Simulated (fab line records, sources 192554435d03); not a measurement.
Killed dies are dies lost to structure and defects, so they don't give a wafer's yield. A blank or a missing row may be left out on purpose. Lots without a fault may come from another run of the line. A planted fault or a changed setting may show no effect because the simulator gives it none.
A struck lot beside a sound one | flow n5_finfet | 15 steps out of a route of 1938
Sound: wafers L382.1, L382.4, L382.6. Struck: wafers L378.1, L378.4, L378.6. The cause comes at the end.
At each step with rows: each side's tool, then ch and its chambers, then its first start. Under that, the readings that differ: sound wafers | struck wafers | difference of the means | sigmas: that difference in standard deviations of wafers without a fault.
alike: readings whose means differ by less than 2 such deviations, and words and numbers that are the same on both sides. not compared: withheld readings, readings that some wafer has no value for, bounds like >300 that may hide the same value, and numbers for which the record gives no deviation and whose values overlap.
The two part at a step that has a row with sigmas, a row that says differs or no value, or rows on one side only. Numbers that don't overlap but have no deviation are shown without sigmas and don't part them. A reading that every wafer of one side lacks parts them only if that side has two wafers or more.

N5_BEOL_M6_OCD_MEAS_38:
  sound on ocd-02, day 14 01:22; struck on ocd-01, day 13 07:10
  alike: trench_depth_nm
then, 4 steps without rows for these wafers: N5_BEOL_M6_HM_STRIP_39 (strips TiN in peroxide tin strip, target depth 25 nm, time 158 s); N5_BEOL_M6_SRD_40 (time 30 s); N5_BEOL_M6_PRECLEAN_42 (cleans in residue remover, time 60 s); N5_BEOL_M6_SRD_43 (time 30 s).
N5_BEOL_M6_CD_MEAS_35: target cd 40 nm, target cd y 28 nm.
  sound on cd_sem-03, day 14 01:31; struck on cd_sem-03, day 13 07:19
  alike: cd_nm
N5_BEOL_M6_CURE_75: cures SiCOH lowk, time 120 s.
  sound on uv_cure-01 ch 2, day 14 01:34; struck on uv_cure-01 ch 1, day 13 07:21
  alike: lamp_power_pct, wafer_temp_C_max
N5_BEOL_M6_DEGAS_44: time 60 s.
  sound on pvd_sputter-01, day 14 02:19; struck on pvd_sputter-02, day 13 08:29
  alike: heater_power_w
N5_BEOL_M6_PRE_CLEAN_45: time 30 s.
  sound on pvd_sputter-01, day 14 02:22; struck on pvd_sputter-02, day 13 08:32
  alike: heater_power_w
N5_BEOL_M6_ALD_77: deposits TaN, target thk 2 nm, pulse time 2 s, purge time 3 s.
  sound on ald_metal-03 ch 0,1,3, day 14 02:25; struck on ald_metal-04 ch 2,3, day 13 08:39
  alike: heater_power_w
N5_BEOL_M6_SURFACE_TREAT_79:
  sound on pvd_sputter-01, day 14 02:52; struck on pvd_sputter-03, day 13 09:02
  not compared: pressure_mtorr, throttle_valve_pct
then, 1 step without rows for these wafers: N5_BEOL_M6_CVD_78 (deposits Co from CCTBA/H2, target thk 2 nm, time 142.3 s).
N5_BEOL_M6_SPUTTER_48: material Cu, target thk 10 nm, time 1.667 s.
  sound on pvd_sputter-01, day 14 03:04; struck on pvd_sputter-02, day 13 09:14
  reading                | sound             | struck            | difference | sigmas
  cathode_dc_power_W (W) | 26003 26007 26002 | 18036 18033 18045 | -7966      | -99 or more
  alike: throttle_valve_pct
then, 1 step without rows for these wafers: N5_BEOL_M6_ECD_50 (material Cu, target thk 300 nm).
-- the record jumps here: 3 days lie between the struck wafers' starts before and after (it left off in module BEOL_M6 and takes up again in module PASSIVATION, whose first step shown is number 1936 of the route) --
N5_PASSIVATION_PROBE_49:
  the record has rows for the struck wafers here (prober-01, day 16 19:32) and none for the sound ones

WHERE THEY PART
First at N5_BEOL_M6_SPUTTER_48; last, within this record, at N5_PASSIVATION_PROBE_49.

WHY: what the simulator had put in
Process parameter drift: pvd_sputter-02, from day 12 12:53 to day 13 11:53, at N5_BEOL_M6_SPUTTER_48. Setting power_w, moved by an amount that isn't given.
